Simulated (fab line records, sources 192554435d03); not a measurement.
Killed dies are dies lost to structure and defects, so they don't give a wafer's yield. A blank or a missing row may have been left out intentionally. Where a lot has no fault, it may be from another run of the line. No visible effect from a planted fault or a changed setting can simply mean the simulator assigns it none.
Struck lot and sound lot, side by side + flow n5Finfet + 15 steps out of a route of 1938
Sound: wafers L845.3, L845.4, L845.6. Wafers L835.2, L835.4, L835.5 were the ones struck. At the end, the cause is stated.
At each step with rows: each side's tool, then ch and its chambers, then its first start. Under that, the readings that differ: sound wafers + struck wafers + difference of the means + sigmas: that difference in standard deviations of wafers without a fault.
alike: readings with means less than 2 such deviations apart, plus words and numbers identical on both sides. not compared: withheld readings, readings lacking a value on some wafer, bounds such as >300 that could conceal the same value, and numbers that have no deviation in the record and whose values overlap.
A row with sigmas, a row that says differs or no value, or rows on one side alone: a step with any of these is where the two part. When numbers do not overlap yet have no deviation, they are printed without sigmas and do not part them. Lack of a reading on every wafer of one side parts them only where that side has two or more wafers.

N5_MOL_CONTACT_COAG_CD_MEAS_101: target cd 16 nm.
  struck on cdSem-02, day 7 05:22; sound on cdSem-02, day 9 18:20
  alike: cdNm
after that, 1 step had no rows for these wafers: N5_MOL_CONTACT_COAG_PRE_CLEAN_121.
N5_MOL_CONTACT_COAG_CVD_140: deposits W, target thk 66.5 nm, time 215 s.
  sound on cvdW-01 ch 0,1, day 9 18:33; struck on cvdW-01 ch 0,1, day 7 05:29
  alike: heaterPowerW, susceptorTempC
then, 2 steps without rows for these wafers: N5_MOL_CONTACT_COAG_PRECLEAN_127 (cleans in DIW, time 57.5 s); N5_MOL_CONTACT_COAG_SRD_128 (dry time 32 s).
N5_MOL_CONTACT_COAG_CMP_52: polishes, stops on SiO2, t overpolish 1.5 s, target thk 66.5 nm.
  sound on cmp-02 ch 0,1,2, day 9 18:50; struck on cmp-01 ch 0,1, day 7 05:49
| reading             | sound          | struck        | difference | sigmas |
|---------------------|----------------|---------------|------------|--------|
| timeToEndpointS (s) | 15.4 17.0 14.4 | 10.8 11.1 9.0 | -5.3       | -3     |
  alike: motorCurrentA, overpolishRunS
N5_MOL_CONTACT_COAG_THK_MEAS_53:
  struck on filmMetro-02, day 7 06:07; sound on filmMetro-02, day 9 19:05
  alike: VIA_MOL_THK
N5_MOL_CONTACT_COAG_ANNEAL_112: time 1800 s.
  sound on hpAnneal-01 ch 0, day 9 19:07; struck on hpAnneal-01 ch 0, day 7 06:09
  alike: wafer_temp_C_max, zonePowerLowerPct, zonePowerTopPct
N5_MOL_CONTACT_COAG_INSPECT_97: inspects for defects (darkfield).
  struck on defectInspect-02, day 7 09:11; sound on defectInspect-02, day 9 22:11
  alike: rawDefectCount
N5_BEOL_M0_SAQP_PECVD_00: deposits SiCN from 3MS/NH3, target thk 8 nm, time 14 s.
  sound on pecvd-02 ch 0,2, day 9 22:29; struck on pecvd-02 ch 0,1, day 7 09:30
  alike: showerheadPlenumPTorr, throttleValvePct
then, 1 step without rows for these wafers: N5_BEOL_M0_SAQP_ILD_DEP_01 (deposits SiOC from DEMS/O2, target thk 45.419 nm, time 8.7 s).
N5_BEOL_M0_SAQP_HM_DEP_02: deposits TiN, target thk 12 nm.
  struck on pvdSputter-02, day 7 11:05; sound on pvdSputter-01, day 9 23:49
  no value came back on the struck wafers for chamberPressurePa (Pa), substrateTempC (C), susceptorTempC (C), throttleValvePct (%); on the sound wafers chamberPressurePa (Pa) reads 0.4987 0.4994 0.5012
N5_BEOL_M0_SAQP_PECVD_03: deposits SiCN from 3MS/NH3, target thk 12 nm, time 21.1 s.
  sound on pecvd-02 ch 0,2, day 9 23:56; struck on pecvd-02 ch 0,1,2, day 7 11:12
  alike: showerheadPlenumPTorr, throttleValvePct
N5_BEOL_M4_RC_MEAS_101:
  the record has rows for the sound wafers here (prober-02 ch 0, day 17 01:40) and none for the struck ones
after that, 1 step had no rows for these wafers: N5_PASSIVATION_PROBE_49.

== WHERE THEY PART ==
At N5_MOL_CONTACT_COAG_CMP_52 first; at N5_BEOL_M4_RC_MEAS_101 last (within this record only).

WHY: what had been put in by the simulator
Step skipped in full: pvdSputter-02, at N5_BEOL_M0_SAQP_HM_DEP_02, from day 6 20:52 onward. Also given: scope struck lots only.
